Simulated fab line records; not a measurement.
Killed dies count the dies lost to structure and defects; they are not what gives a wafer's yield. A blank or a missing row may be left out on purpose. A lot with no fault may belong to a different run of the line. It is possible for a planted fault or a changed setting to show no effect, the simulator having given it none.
fab line records | flow n5_finfet
record: lots: 10 wafers: 29 last_day: 17
route steps=1938 shown FIN_CUT@173 STI_FIN_REVEAL@196 DUMMY_GATE@219 BEOL_M4@1111 PASSIVATION@1936
lots with no fault: from the same line, run without faults
start_h: the number of hours between the record's first day and the start of the first shown wafer of the lot | wait_h: how many hours have passed since the lot's step before this one | " same as the row above | L1.1+2: a row that stands for several wafers | - either no value or no given start | * or withheld: withheld | < > ~ a bound
route shown NAME@n: names a module that has steps shown in the file, with the first one's number in the route | usual: average and standard deviation across the fault-free wafers | same: alike in all rows | chamber/n: place in a boat | sites: readings site by site | _std_site: their standard deviation | _edge_site: the outer-site mean with the inner-site mean subtracted | radius_mm: for every site, how far away it sits from the centre of the wafer | mask NAME#n: copy n | behind: the tool/chamber that last shaped the wafer | hold: why the lot went on hold/how many hours it stayed there/how the hold came to an end | device: names the non-switching transistor (n, p or np) | end of line: tests run on the same wafers once the route is complete | for a step that has no rows: nothing shown but its recipe | killed: count of dies lost to structure and defects at first sort (not the wafer's yield) | map: the dies of a wafer, with x for killed, . for not killed, _ for no die there
set.NAME: the setting as run; set.NAME@STEP: as run at that earlier step | model.NAME: the simulator's own value behind a step, which no gauge read
route steps across a sampled set of lots; one table per step, one row per wafer
services: from which hour (start_h, from the record's first day; less than 0 if before it) a tool's chamber was out of use, for how many hours, and why
== steps ==
step: N5_FIN_CUT_CUT_ETCH_26
recipe: chemistry: CH3F/O2 target: SiNx target_depth_a: 390 mask_material: SOC time_s: 55.7 pressure_mtorr: 30 source_w: 395 bias_w: 73 Ar_flow_sccm: 150 CH3F_flow_sccm: 30 O2_flow_sccm: 20 ion_energy_ev: 120
usual: drypump_motor_current_A: 5.9/0.55 oes_product_au: 0.79/0.085 rf_vpp_V: 296/8.5 showerhead_plenum_p_Torr: 1.99/0.061 throttle_valve_pct: 16.26/0.27
columns lot.wafer tool chamber start_h wait_h drypump_motor_current_A oes_product_au rf_hours_counter_h rf_vpp_V showerhead_plenum_p_Torr throttle_valve_pct
L231.1 rie_diel-01 2 27.59 0.0 6.8 0.84 76 300 1.93 15.85
L231.3 " 3 " " 6.3 0.76 138 293 1.99 16.03
L231.5 " 2 " " 6.8 0.84 - 302 1.93 15.84
L235.4 rie_diel-01 2 52.62 0.0 6.8 0.83 - 299 1.93 15.86
L235.5 " 1 " " 6.4 0.96 - 283 2.06 16.42
L235.6 " 3 " " 6.3 0.77 - 292 1.99 16.02
L238.1 rie_diel-01 3 68.98 0.0 6.3 0.76 147 293 1.99 16.03
L238.4 " 0 " " 5.1 0.98 2 302 1.95 15.85
L238.5 " 0 " " 5.1 0.98 - 302 1.95 15.85
L241.1 rie_diel-02 0 87.73 0.0 5.6 0.70 219 282 2.05 16.64
L241.2 " 3 " " 6.0 0.73 143 304 2.00 16.64
L241.4 " 2 " " 6.2 0.67 246 287 1.88 16.49
L242.2 rie_diel-02 0 93.74 0.0 5.6 0.70 221 283 2.05 16.64
L242.3 " 1 " " 5.3 0.77 138 297 2.01 16.29
L242.6 " 3 " " 6.0 0.74 - 305 2.00 16.63
L248.2 rie_diel-02 3 131.48 0.0 6.0 0.72 160 304 1.99 16.64
L248.5 " 3 " " 6.0 0.72 - 304 1.99 16.65
L248.6 " 0 " " 5.6 0.69 - 284 2.05 16.67
L249.2 rie_diel-01 2 136.64 0.0 6.8 0.80 112 301 1.92 15.91
L249.4 " 3 " " 6.2 0.75 167 295 1.98 16.06
L249.5 " 2 " " 6.8 0.80 - 300 1.92 15.92
L250.2 rie_diel-04 2 141.24 0.0 5.7 0.72 155 300 1.91 16.16
L250.3 " 3 " " 6.7 0.82 120 299 1.92 16.06
L252.2 rie_diel-02 1 156.04 0.0 5.4 0.76 159 296 2.00 16.33
L252.4 " 3 " " 6.0 0.71 169 304 1.99 16.67
L252.5 " 2 " " 6.2 0.93 - 292 2.13 16.06
L253.1 rie_diel-04 3 160.51 0.0 6.6 0.81 127 300 1.92 16.07
L253.4 " 1 " " 5.0 0.88 28 292 2.05 16.30
L253.6 " 2 " " 5.7 0.73 - 300 1.91 16.16
step: N5_FIN_CUT_CUT_ETCH_15
recipe: chemistry: HBr/Cl2/O2 target: Si target_depth_a: 1000 bt_time_s: 10 mask_material: SOC time_s: 42.4 ion_energy_ev: * bias_w: * pressure_mtorr: 10 icp_w: 800 HBr_flow_sccm: 150 Cl2_flow_sccm: 80 O2_flow_sccm: 12
usual: drypump_motor_current_A: 5.6/0.47 oes_product_au: 1.004/0.013 throttle_valve_pct: 37.1/0.5
columns lot.wafer tool chamber start_h wait_h drypump_motor_current_A oes_product_au rf_hours_counter_h throttle_valve_pct
L231.1 rie_si-06 3 27.78 0.1 4.8 1.024 70 37.6
L231.3 " 0 " " 5.5 1.006 129 36.7
L231.5 " 1 " " 5.4 0.986 - 37.7
L235.4 rie_si-06 1 52.80 0.0 5.4 0.983 116 37.7
L235.5 " 1 " " 5.4 0.981 - 37.7
L235.6 " 2 " " 4.9 1.004 - 36.9
L238.1 rie_si-04 1 69.17 0.1 6.1 1.020 58 36.2
L238.4 " 2 " " 6.2 1.007 121 37.6
L238.5 " 2 " " 6.2 1.018 - 37.6
L241.1 rie_si-04 0 87.92 0.1 6.4 0.995 45 37.4
L241.2 " 2 " " 6.2 1.014 121 37.6
L241.4 " 3 " " 5.7 1.006 166 36.9
L242.2 rie_si-04 2 93.93 0.1 6.2 1.020 121 37.6
L242.3 " 0 " " 6.4 1.000 45 37.4
L242.6 " 3 " " 5.7 1.003 - 36.9
L248.2 rie_si-04 2 131.68 0.1 6.2 1.018 122 37.6
L248.5 " 3 " " 5.7 1.004 - 36.9
L248.6 " 2 " " 6.2 1.018 - 37.6
L249.2 rie_si-02 0 136.97 0.1 5.3 1.007 1 36.2
L249.4 " 3 " " 5.6 0.998 163 37.2
L249.5 " 2 " " 5.3 0.992 - 37.0
L250.2 rie_si-06 0 141.43 0.1 5.5 1.005 131 36.7
L250.3 " 3 " " 4.8 1.025 72 37.6
L252.2 rie_si-02 2 156.23 0.1 5.3 1.004 135 37.0
L252.4 " 1 " " 5.4 0.993 39 37.2
L252.5 " 2 " " 5.3 1.005 - 37.0
L253.1 rie_si-02 2 160.71 0.1 5.3 0.997 135 37.0
L253.4 " 1 " " 5.4 0.992 39 37.2
L253.6 " 3 " " 5.6 0.999 - 37.2
step: N5_STI_FIN_REVEAL_RECESS_09
recipe: chemistry: HF/NH3 target: SiO2 afs_cycles: 11 target_depth_a: 425 temp_c: 30 sublimation_temp_c: 180 sublimation_time_s: 60
usual: drypump_motor_current_A: 5.71/0.25
columns lot.wafer tool chamber start_h wait_h drypump_motor_current_A
L231.1 vapor_etch-01 1 34.00 0.0 5.90
L231.3 " 0 " " 5.64
L231.5 " 0 " " 5.64
L235.4 vapor_etch-02 0 59.94 0.6 5.27
L235.5 " 1 " " 5.99
L235.6 " 0 " " 5.29
L238.1 vapor_etch-01 1 75.64 0.0 5.91
L238.4 " 0 " " 5.61
L238.5 " 1 " " 5.92
L241.1 vapor_etch-02 0 95.30 0.0 5.24
L241.2 " 1 " " 5.98
L241.4 " 0 " " 5.25
L242.2 vapor_etch-02 1 101.84 0.0 5.96
L242.3 " 0 " " 5.23
L242.6 " 1 " " 6.01
L248.2 vapor_etch-01 1 138.00 0.0 5.90
L248.5 " 1 139.06 1.1 5.89
L248.6 " 0 " " 5.63
L249.2 vapor_etch-01 1 143.75 0.0 5.90
L249.4 " 1 " " 5.90
L249.5 " 0 " " 5.62
L250.2 vapor_etch-01 0 147.70 0.0 5.62
L250.3 " 0 " " 5.61
L252.2 vapor_etch-02 1 162.83 0.0 5.98
L252.4 " 0 " " 5.26
L252.5 " 1 " " 5.99
L253.1 vapor_etch-01 1 167.19 0.0 5.90
L253.4 " 1 " " 5.88
L253.6 " 0 " " 5.61
step: N5_STI_FIN_REVEAL_FIN_H_MEAS_10
usual: trench_depth_nm: 51.7/0.8
columns lot.wafer tool chamber start_h wait_h trench_depth_nm
L231.1 ocd-01 - 36.73 0.0 51.1
L231.3 " - " " 50.9
L231.5 " - " " 51.1
L235.4 ocd-02 - 62.18 0.0 52.5
L235.5 " - " " 51.5
L235.6 " - " " 52.9
L238.1 ocd-01 - 78.37 0.0 51.9
L238.4 " - " " 52.9
L238.5 " - " " 50.2
L241.1 ocd-01 - 98.12 0.0 47.2
L241.2 " - " " 52.3
L241.4 " - " " 46.2
L242.2 ocd-02 - 104.58 0.0 51.1
L242.3 " - " " 45.4
L242.6 " - " " 52.3
L248.2 ocd-02 - 140.75 0.0 51.4
L248.5 " - " " 51.3
L248.6 " - " " 51.9
L249.2 ocd-01 - 146.45 0.0 52.1
L249.4 " - " " 52.4
L249.5 " - " " 52.7
L250.2 ocd-01 - 150.40 0.0 52.4
L250.3 " - " " 51.0
L252.2 ocd-01 - 165.53 0.0 51.5
L252.4 " - " " 52.1
L252.5 " - " " 51.4
L253.1 ocd-02 - 169.89 0.0 51.5
L253.4 " - " " 51.4
L253.6 " - " " 52.1
step: N5_DUMMY_GATE_THK_MEAS_05
usual: thk_nm: 72.4/1.5
columns lot.wafer tool chamber start_h wait_h thk_nm
L231.1 film_metro-01 - 43.06 0.1 71.8
L231.3 " - " " 73.4
L231.5 " - " " 70.3
L235.4 film_metro-02 - 66.72 0.2 71.9
L235.5 " - " " 72.0
L235.6 " - " " 75.2
L238.1 film_metro-01 - 82.63 0.2 70.6
L238.4 " - " " 72.1
L238.5 " - " " 73.7
L241.1 film_metro-01 - 105.67 0.2 73.8
L241.2 " - " " 69.4
L241.4 " - " " 72.9
L242.2 film_metro-02 - 112.71 0.2 71.8
L242.3 " - " " 74.0
L242.6 " - " " 72.8
L248.2 film_metro-01 - 145.02 0.1 73.4
L248.5 " - " " 73.6
L248.6 " - " " 71.7
L249.2 film_metro-02 - 150.72 0.1 70.3
L249.4 " - " " 69.2
L249.5 " - " " 73.7
L250.2 film_metro-01 - 154.67 0.1 71.8
L250.3 " - " " 70.4
L252.2 film_metro-02 - 170.51 0.2 71.3
L252.4 " - " " 71.5
L252.5 " - " " 70.9
L253.1 film_metro-01 - 174.16 0.2 72.2
L253.4 " - " " 72.6
L253.6 " - " " 72.9
step: N5_BEOL_M4_RC_MEAS_101
usual: DIBL_N: 36.9/2.1 DIBL_P: 37.1/2.5 IOFF_N: 0.17/0.039 IOFF_N_85C: 3.3/0.62 IOFF_P: 0.23/0.043 IOFF_P_85C: 3.9/0.62 ION_N: 673/15 ION_P: 462/9.1 SS_N: 71.8/0.69 SS_P: 73.6/0.74 VT_N: 250/3.6 VT_P: -249.7/2.9
columns lot.wafer tool chamber start_h wait_h DIBL_N[mV/V] DIBL_P[mV/V] IOFF_N[nA/um] IOFF_N_85C[nA/um] IOFF_P[nA/um] IOFF_P_85C[nA/um] ION_N[uA/um] ION_P[uA/um] SS_N[mV/dec] SS_P[mV/dec] VT_N[mV] VT_P[mV]
L231.1 prober-01 0 185.58 0.0 37.9 37.0 0.18 3.6 0.19 3.4 674 447 71.8 73.2 248 -249.9
L231.3 " 0 " " 39.5 40.3 0.22 4.1 0.23 4.0 687 456 71.9 74.3 247 -250.1
L231.5 " 0 " " 37.5 36.5 0.16 3.2 0.17 3.1 664 444 72.2 73.8 253 -252.8
L235.4 prober-02 0 197.94 0.5 35.4 35.1 0.14 2.9 0.20 3.4 662 456 71.9 74.4 255 -251.6
L235.5 " 0 " " 34.6 34.5 0.14 2.9 0.19 3.3 659 451 72.0 73.8 254 -250.6
L235.6 " 0 " " 37.6 37.6 0.18 3.5 0.22 3.8 683 469 72.3 74.3 251 -250.2
L238.1 prober-02 0 205.37 0.0 36.1 34.1 0.13 2.5 0.19 3.3 668 461 70.6 72.6 256 -251.9
L238.4 " 0 " " 36.6 36.1 0.14 2.8 0.22 3.7 676 470 71.1 72.7 251 -249.4
L238.5 " 0 " " 36.8 36.1 0.15 2.9 0.23 3.9 654 456 71.0 73.3 252 -248.9
L241.1 prober-02 0 230.13 0.0 41.8 40.7 0.34 5.8 0.44 6.7 611 431 77.5 78.3 255 -250.2
L241.2 " 0 " " 33.3 32.3 0.12 2.4 0.17 3.0 657 459 70.3 73.5 255 -253.7
L241.4 " 0 " " 47.5 45.0 0.87 12.7 0.94 12.5 600 418 85.4 84.3 251 -247.8
L242.2 prober-01 0 241.92 0.2 32.6 32.5 0.11 2.3 0.17 3.0 653 452 70.7 73.0 254 -252.1
L242.3 " 0 " " 42.3 38.5 0.46 7.8 0.44 6.7 591 411 82.2 79.1 258 -252.1
L242.6 " 0 " " 36.7 37.9 0.17 3.4 0.26 4.3 680 476 71.5 74.5 250 -247.2
L248.2 prober-01 0 267.39 0.2 39.1 39.0 0.23 4.2 0.26 4.4 689 473 72.1 73.4 244 -245.7
L248.5 " 0 " " 35.9 36.4 0.16 3.0 0.21 3.7 673 457 71.3 73.0 250 -250.8
L248.6 " 0 " " 40.5 42.4 0.25 4.3 0.31 5.1 701 476 72.7 74.5 246 -247.9
L249.2 prober-01 0 279.56 0.2 34.4 34.4 0.12 2.5 0.16 2.9 665 450 71.6 73.0 254 -251.9
L249.4 " 0 " " 37.2 37.1 0.17 3.2 0.19 3.4 671 457 71.5 73.6 249 -252.1
L249.5 " 0 " " 38.1 38.7 0.19 3.6 0.22 3.7 687 462 71.6 73.9 246 -250.4
L250.2 prober-01 0 284.13 0.2 40.9 43.4 0.28 5.0 0.34 5.5 707 486 74.2 75.1 243 -244.5
L250.3 " 0 " " 39.5 40.8 0.22 4.2 0.28 4.6 682 456 73.1 75.3 244 -247.6
L252.2 prober-01 0 299.57 0.2 35.2 35.2 0.16 3.1 0.24 4.0 658 459 71.6 73.2 249 -246.8
L252.4 " 0 " " 33.2 32.6 0.13 2.6 0.19 3.4 666 464 71.5 72.3 252 -248.8
L252.5 " 0 " " 35.0 34.3 0.17 3.2 0.21 3.7 649 453 72.1 72.9 250 -248.8
L253.1 prober-02 0 302.10 0.0 37.3 35.9 0.17 3.3 0.21 3.7 681 462 72.1 73.4 248 -250.6
L253.4 " 0 " " 33.3 32.1 0.11 2.3 0.15 2.8 664 455 70.4 72.4 254 -254.1
L253.6 " 0 " " 37.4 37.0 0.19 3.6 0.23 3.9 700 474 71.9 73.5 245 -250.7
step: N5_PASSIVATION_PROBE_49
usual: defect_limited_yield: 91.3/1.4 killed_at_M0_to_M3: 32/9.5 killed_at_M4_up: 14/5.2 killed_at_contacts: 13/5.7 killed_at_front_end: 41/12 killed_at_other: 3.5/2.6 killed_dies: 103/17 killed_on_rim: 14/4 killed_open: 68/14 killed_short: 32/7 sort_bin_4_leakage: 0.01/0.051 sort_bin_5_function: 5.0/0.91 sort_bin_6_memory: 3.3/0.7 sort_bin_8_speed: 0.03/0.22 sort_n_pass: 1076/17 sort_yield_pct: 91.2/1.4
same: gross_dies: 1180 killed_at_back_side: 0
columns lot.wafer tool chamber start_h wait_h defect_limited_yield[%] killed_at_M0_to_M3 killed_at_M4_up killed_at_contacts killed_at_front_end killed_at_other killed_dies killed_on_rim killed_open killed_short sort_bin_4_leakage[%] sort_bin_5_function[%] sort_bin_6_memory[%] sort_bin_8_speed[%] sort_n_pass sort_yield_pct[%]
L241.1 prober-01 - 331.17 0.0 92.6 26 8 21 32 0 87 13 57 28 3.98 4.4 2.5 70.42 215 18.2
L241.2 prober-01 - 331.22 0.1 93.8 22 12 8 28 3 73 4 46 26 0 3.6 2.5 0 1107 93.8
L241.4 prober-01 - 331.32 0.2 90.8 22 22 17 41 7 109 13 67 32 90.76 5.5 2.8 0 0 0
L242.2 prober-01 - 342.42 0.1 87.6 32 10 24 62 18 146 17 82 51 0 6.9 4.1 0 1034 87.6
L242.3 prober-01 - 342.47 0.1 89.8 29 8 7 65 11 120 14 78 41 36.61 4.7 5.4 53.22 0 0
L242.6 prober-01 - 342.62 0.3 91.1 31 8 10 48 8 105 17 67 38 0 5.3 3.3 0 1075 91.1
killed by level:class
L241.1 MOL_CONTACT_COAG:geometric_particle:open=16 BEOL_M0_SAQP:geometric_particle:short=9 STI_FIN_REVEAL:geometric_particle:open=7 BEOL_M2:geometric_particle:open=6 STI_FIN_REVEAL:geometric_particle:short=5 MOL_CONTACT_COAG:geometric_particle:short=5 BEOL_M4:geometric_particle:open=5 STARTING-WAFER:geometric_particle:open=5
L241.2 FIN_SAQP:geometric_particle:short=11 MOL_CONTACT_COAG:geometric_particle:open=7 BEOL_M1:geometric_particle:open=6 FIN_SAQP:geometric_particle:open=5 BEOL_M3:geometric_particle:open=5 BEOL_M4:geometric_particle:open=5 STI_FIN_REVEAL:geometric_particle:open=3 BEOL_M0_SAQP:geometric_particle:short=3
L241.4 MOL_CONTACT_COAG:geometric_particle:open=14 BEOL_M4:geometric_particle:open=10 STI_FIN_REVEAL:geometric_particle:open=9 HKMG_FIN:area_etch=9 FIN_SAQP:geometric_particle:short=5 GATE_CUT:geometric_particle:short=4 BEOL_M0_SAQP:geometric_particle:short=4 BEOL_M1:geometric_particle:open=4
L242.2 MOL_CONTACT_COAG:geometric_particle:open=19 STI_FIN_REVEAL:geometric_particle:open=13 HKMG_FIN:area_etch=13 BEOL_M0_SAQP:geometric_particle:short=11 FIN_SAQP:geometric_particle:open=10 STI_FIN_REVEAL:geometric_particle:short=6 GATE_CUT:geometric_particle:short=6 MOL_CONTACT_COAG:geometric_particle:short=5
L242.3 STI_FIN_REVEAL:geometric_particle:open=19 GATE_CUT:geometric_particle:short=12 FIN_SAQP:geometric_particle:short=7 FIN_SAQP:geometric_particle:open=6 MOL_CONTACT_COAG:geometric_particle:open=6 BEOL_M1:geometric_particle:open=6 BEOL_M3:geometric_particle:open=5 BEOL_M0_SAQP:geometric_particle:open=4
L242.6 STI_FIN_REVEAL:geometric_particle:open=18 BEOL_M0_SAQP:geometric_particle:open=11 FIN_SAQP:geometric_particle:short=7 MOL_CONTACT_COAG:geometric_particle:open=7 GATE_CUT:geometric_particle:short=5 PASS1_CAP:geometric_particle:short=5 BEOL_M4:geometric_particle:open=4 GATE_CUT:geometric_particle:open=4
== services ==
columns tool chamber start_h hours kind
rie_si-04 0 4.48 13.7 repair
vapor_etch-01 1 14.63 10.4 repair
rie_si-04 1 19.82 12.1 repair
rie_diel-01 1 20.22 - clean
rie_diel-02 1 29.51 5.5 repair
rie_diel-01 3 31.66 14.4 repair
rie_si-02 3 35.58 0.9 repair
rie_diel-01 - 38.35 2.0 repair
rie_diel-02 3 63.87 10.9 repair
rie_si-04 3 64.17 4.2 repair
rie_diel-02 3 75.88 2.6 repair
rie_si-02 - 83.82 28.1 pm
vapor_etch-01 - 87.23 0.1 repair
rie_si-06 1 103.48 8.0 repair
rie_diel-04 2 114.20 1.9 repair
rie_si-02 3 124.63 12.3 repair
rie_diel-04 - 131.63 0.8 repair
rie_diel-04 0 132.51 11.9 repair
rie_si-02 - 145.78 2.8 pm
rie_si-06 1 146.47 8.6 repair
rie_diel-02 1 156.55 15.9 repair
rie_si-06 0 160.43 9.1 repair
vapor_etch-01 - 164.70 0.3 repair
rie_diel-01 3 165.35 3.0 repair
== key ==
first_sign: step: N5_STI_FIN_REVEAL_FIN_H_MEAS_10 reading: trench_depth_nm direction: down sigmas: 6.8 usual: 51.7 struck: 46.3
effect: step: N5_BEOL_M4_RC_MEAS_101 reading: SS_N direction: up sigmas: 15 usual: 71.8 struck: 81.7
effect: step: N5_BEOL_M4_RC_MEAS_101 reading: IOFF_N direction: up sigmas: 10 usual: 0.17 struck: 0.56
effect: step: N5_BEOL_M4_RC_MEAS_101 reading: SS_P direction: up sigmas: 9.5 usual: 73.6 struck: 80.6
effect: step: N5_BEOL_M4_RC_MEAS_101 reading: IOFF_P direction: up sigmas: 8.8 usual: 0.23 struck: 0.60
effect: step: N5_BEOL_M4_RC_MEAS_101 reading: IOFF_N_85C direction: up sigmas: 8.8 usual: 3.3 struck: 8.8
effect: step: N5_BEOL_M4_RC_MEAS_101 reading: IOFF_P_85C direction: up sigmas: 7.6 usual: 3.9 struck: 8.6
effect: step: N5_BEOL_M4_RC_MEAS_101 reading: ION_N direction: down sigmas: 4.9 usual: 673 struck: 601
effect: step: N5_BEOL_M4_RC_MEAS_101 reading: ION_P direction: down sigmas: 4.6 usual: 462 struck: 420
effect: step: N5_BEOL_M4_RC_MEAS_101 reading: DIBL_N direction: up sigmas: 3.4 usual: 36.9 struck: 43.9
effect: step: N5_PASSIVATION_PROBE_49 reading: sort_bin_4_leakage direction: up sigmas: 99+ usual: 0.01 struck: 43.79
met_at N5_STI_FIN_REVEAL_RECESS_09
struck_lots L241,L242
struck_wafers L241.1,L241.4,L242.3
baseline_loss: step: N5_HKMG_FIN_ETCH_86 wafers: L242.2
not_acting_at N5_FIN_CUT_CUT_ETCH_26,N5_FIN_CUT_CUT_ETCH_15,N5_DUMMY_GATE_THK_MEAS_05
onset_between 59.94 95.30
fault: kind: process_parameter_drift tool: vapor_etch-02 chamber: 0 onset_h: 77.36 steps: N5_STI_FIN_REVEAL_RECESS_09 channel: target_depth_a offset: -55.808 shape: step end_h: 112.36 acts_in: these_recipes_only stated: 425
baseline_loss: these wafers lose ten dies or more at that step, a loss of the line's own and not of a fault; the sort's usual values leave them out
